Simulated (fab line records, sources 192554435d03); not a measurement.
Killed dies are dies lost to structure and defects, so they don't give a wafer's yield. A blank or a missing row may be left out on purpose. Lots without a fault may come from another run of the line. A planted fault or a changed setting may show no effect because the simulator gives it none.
Chamber matching | flow n5_finfet | N5_MOL_CONTACT_COAG_ETCH_106 on rie_diel-01: 4 sister chambers
The step etches SOC in N2/H2, target depth 80 nm, overetch 16 nm, time 120 s. 4 wafers are shown with their chamber, then 10 later ones without.

WAFERS WITH THEIR CHAMBER
wafer  | chamber | drypump_motor_current_A (A)
L080.2 | 3       | 5.1
L089.6 | 2       | 6.2
L090.1 | 1       | 5.9
L090.5 | 0       | 6.2

WAFERS WITHOUT THEIR CHAMBER
wafer  | drypump_motor_current_A (A)
L090.6 | 5.9
L093.3 | 6.2
L093.4 | 6.2
L093.5 | 6.2
L094.4 | 6.2
L094.5 | 6.3
L094.6 | 5.1
L097.1 | 6.2
L097.4 | 5.9
L097.5 | 5.9

WHICH CHAMBER EACH WENT THROUGH
wafer  | from the rows above     | in truth
L090.6 | 1                       | 1
L093.3 | can't be placed: 0 or 2 | 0
L093.4 | can't be placed: 0 or 2 | 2
L093.5 | can't be placed: 0 or 2 | 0
L094.4 | can't be placed: 0 or 2 | 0
L094.5 | can't be placed: 0 or 2 | 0
L094.6 | 3                       | 3
L097.1 | can't be placed: 0 or 2 | 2
L097.4 | 1                       | 1
L097.5 | 1                       | 1
Placed correctly: 4 of 10. Can't be placed from these rows: 6 (the true chamber is among the candidates in 6). Placed wrongly: 0.
How it was worked out, from the rows above alone: a wafer's distance from a chamber is the root of the sum, over the readings, of the square of ((its reading less the chamber's mean) divided by the reading's scatter). The wafer belongs to the nearest chamber; if the next one is less than 2 further off, it can't be placed. A chamber's mean is the mean of its shown wafers. The scatter: with one shown wafer a chamber, the root of the mean of the squares of how far each hidden wafer lies from its nearest shown one.
